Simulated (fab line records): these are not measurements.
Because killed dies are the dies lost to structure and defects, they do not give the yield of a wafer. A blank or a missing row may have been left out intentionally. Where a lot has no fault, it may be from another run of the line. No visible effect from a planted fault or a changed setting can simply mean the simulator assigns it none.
Which tool is to blame? ; flow n5-finfet ; 24 lots, 72 wafers sampled, at 3 steps of a route of 1938

== WHAT THE GAUGES SHOWED, per wafer ==
N5_HKMG_FIN_CD_MEAS_12 targets a cd of 92.8 nm. Usual: cd-nm at 92.8 nm, with a standard deviation of 0.63.
lot;measured;on;cd-nm (nm);flag
L074;day 4 05:40;cd-sem-01;93.0 93.5 92.0;
L075;day 4 10:59;cd-sem-03;91.4 91.5 91.7;
L077;day 4 20:46;cd-sem-01;93.0 92.8 92.5;
L078;day 5 03:11;cd-sem-03;92.2 92.9 92.0;
L079;day 5 07:20;cd-sem-01;93.4 93.4 93.7;
L080;day 5 15:06;cd-sem-03;93.5 93.8 93.6;
L081;day 5 21:50;cd-sem-03;92.3 92.3 92.2;
L082;day 6 06:08;cd-sem-02;93.4 93.1 92.7;
L083;day 6 10:28;cd-sem-01;92.4 92.9 91.6;
L084;day 6 16:44;cd-sem-03;92.4 93.1 92.0;
L085;day 6 20:44;cd-sem-03;93.1 93.7 93.2;
L086;day 7 01:44;cd-sem-01;93.4 92.5 93.3;
L087;day 7 07:39;cd-sem-03;94.2 93.7 93.4;
L088;day 7 13:25;cd-sem-01;93.3 94.0 93.6;
L089;day 7 19:13;cd-sem-02;92.5 91.8 92.8;
L090;day 8 03:49;cd-sem-01;94.2 92.4 92.8;
L091;day 8 07:52;cd-sem-01;92.0 92.5 92.7;
L092;day 8 14:14;cd-sem-01;92.8 92.6 93.7;
L093;day 9 01:01;cd-sem-01;92.8 92.7 93.0;
L076;day 9 01:52;cd-sem-01;92.1 91.9 92.3;
L094;day 9 09:44;cd-sem-01;93.8 93.6 93.3;
L095;day 9 16:52;cd-sem-02;92.9 92.4 93.4;
L097;day 9 21:46;cd-sem-03;93.0 93.1 93.3;
L096;day 9 22:43;cd-sem-02;92.7 92.8 93.0;

N5_GATE_CUT_OVL_MEAS_14. Usual: for GATE_CUT_OVL the level is 0.3 nm and the standard deviation is 0.61.
lot;measured;on;GATE_CUT_OVL (nm);flag
L074;day 4 14:39;overlay-02;1.4 0.8 0.5;
L075;day 4 19:38;overlay-02;0.4 0.3 0.5;
L077;day 5 05:13;overlay-02;0.1 0.7 1.2;
L078;day 5 11:44;overlay-02;0.6 -0.2 0.6;
L079;day 5 16:17;overlay-01;2.3 0.0 0.7;
L080;day 5 23:29;overlay-02;0.2 0.0 -0.3;
L081;day 6 06:10;overlay-02;0.1 1.6 0.6;
L082;day 6 14:31;overlay-02;0.1 -0.2 0.3;
L083;day 6 19:23;overlay-02;0.5 0.6 0.4;
L084;day 7 01:13;overlay-01;0.0 1.2 1.2;
L085;day 7 05:47;overlay-01;0.3 -0.4 0.1;
L086;day 7 10:55;overlay-02;-0.6 -0.6 0.0;
L087;day 7 15:54;overlay-01;0.0 0.3 0.3;
L088;day 7 22:07;overlay-02;0.2 0.8 0.3;
L089;day 8 03:48;overlay-02;0.4 1.1 1.3;
L090;day 8 12:08;overlay-02;0.6 -0.4 0.2;
L091;day 8 17:30;overlay-01;0.6 0.0 0.1;
L092;day 8 22:55;overlay-02;-1.5 -0.3 -0.9;
L093;day 9 09:51;overlay-01;-0.8 0.3 -0.1;
L076;day 9 10:07;overlay-02;0.9 -0.1 -0.6;
L094;day 9 17:52;overlay-02;0.6 0.9 -0.2;
L095;day 10 01:25;overlay-01;0.6 1.4 0.9;
L097;day 10 06:48;overlay-01;0.5 0.7 0.7;
L096;day 10 07:26;overlay-02;0.2 -0.1 0.2;

== TOOL THAT RAN EACH LOT (tool first, then ch and the chambers of the sampled wafers, then the start) ==
lot;N5_HKMG_FIN_STRIP_34
L074;rie-diel-01 ch 1,2,3, day 4 06:24
L075;rie-diel-01 ch 0,2, day 4 11:27
L077;rie-diel-03 ch 0,2,3, day 4 21:08
L078;rie-diel-03 ch 1,2,3, day 5 03:33
L079;rie-diel-01 ch 0,2, day 5 08:35
L080;rie-diel-03 ch 1,2,3, day 5 15:31
L081;rie-diel-03 ch 0,1,3, day 5 22:12
L082;rie-diel-03 ch 2,3, day 6 06:30
L083;rie-diel-03 ch 0,3, day 6 10:58
L084;rie-diel-06 ch 1,2,3, day 6 17:07
L085;rie-diel-01 ch 1,2,3, day 6 21:10
L086;rie-diel-06 ch 0,1,3, day 7 02:09
L087;rie-diel-03 ch 0,1,2, day 7 08:01
L088;rie-diel-01 ch 0,1,2, day 7 13:59
L089;rie-diel-03 ch 1,3, day 7 19:35
L090;rie-diel-01 ch 0,3, day 8 04:11
L091;rie-diel-06 ch 0,2,3, day 8 08:25
L092;rie-diel-01 ch 0,1,2, day 8 14:36
L093;rie-diel-01 ch 0,2,3, day 9 01:32
L076;rie-diel-01 ch 0,1,3, day 9 02:16
L094;rie-diel-03 ch 1,2,3, day 9 10:07
L095;rie-diel-06 ch 1,2,3, day 9 17:14
L097;rie-diel-01 ch 0,2, day 9 22:32
L096;rie-diel-01 ch 0,2,3, day 9 23:11
- N5_HKMG_FIN_STRIP_34: strips in CF4.

== WHAT THE TOOLS THEMSELVES READ (means of the sampled wafers that have a number; where no wafer has one, the mark that the record gives instead) ==
N5_HKMG_FIN_STRIP_34. Usual: drypump-motor-current-A 5.6 A, standard deviation 0.31; oes-product-au 0.77 a.u., standard deviation 0.068; rf-vpp-V 271.8 V, standard deviation 1.1; showerhead-plenum-p-Torr 1.83 Torr, standard deviation 0.044; throttle-valve-pct 13.6 %, standard deviation 0.31.
lot;tool;drypump-motor-current-A (A);oes-product-au (a.u.);rf-vpp-V (V);showerhead-plenum-p-Torr (Torr);throttle-valve-pct (%);flag
L074;rie-diel-01;5.6;0.81;271.8;1.84;13.6;
L075;rie-diel-01;5.7;0.83;273.0;1.89;13.4;
L077;rie-diel-03;5.6;0.73;272.0;1.81;13.7;
L078;rie-diel-03;5.7;0.76;271.4;1.81;13.6;
L079;rie-diel-01;5.7;0.82;273.6;1.89;13.4;
L080;rie-diel-03;5.8;0.76;271.1;1.81;13.6;
L081;rie-diel-03;5.4;0.75;271.7;1.82;13.7;
L082;rie-diel-03;5.5;0.74;271.4;1.80;13.6;
L083;rie-diel-03;5.2;0.71;271.2;1.82;13.9;
L084;rie-diel-06;5.4;0.75;272.4;1.84;13.8;
L085;rie-diel-01;5.6;0.79;271.5;1.83;13.7;
L086;rie-diel-06;5.5;0.76;271.8;1.82;13.8;
L087;rie-diel-03;5.8;0.73;271.9;1.81;13.8;
L088;rie-diel-01;5.6;0.77;272.5;1.87;13.7;
L089;rie-diel-03;5.5;0.76;270.8;1.82;13.6;
L090;rie-diel-01;5.6;0.87;271.2;1.80;13.2;
L091;rie-diel-06;5.5;0.78;271.9;1.81;13.6;
L092;rie-diel-01;5.6;0.76;272.6;1.87;13.7;
L093;rie-diel-01;5.6;0.79;271.5;1.83;13.5;
L076;rie-diel-01;5.6;0.82;272.2;1.84;13.4;
L094;rie-diel-03;5.7;0.73;270.8;1.80;13.7;
L095;rie-diel-06;5.4;0.74;271.8;1.83;13.9;
L097;rie-diel-01;5.7;0.78;273.2;1.87;13.5;
L096;rie-diel-01;5.6;0.79;272.3;1.83;13.5;

== THE ANSWER, worked out from the rows above alone ==
Rule: take the mean of a lot's wafers that have a number; if it is more than 3 standard deviations from the usual mean, the lot is off. Also off: a lot with no number at a reading for which 4 or more lots have one. All remaining lots with rows at the step are treated as sound. First the gauges in route order, then the tools' own readings, where a lot's mean is used as printed above. The first step at which some lot is off is used, and at that step the reading that is off furthest; a lot without a number counts as furthest.
No lot is off on any of the readings shown, so nothing can be concluded from this.

== WHAT HAD BEEN PUT IN BY THE SIMULATOR ==
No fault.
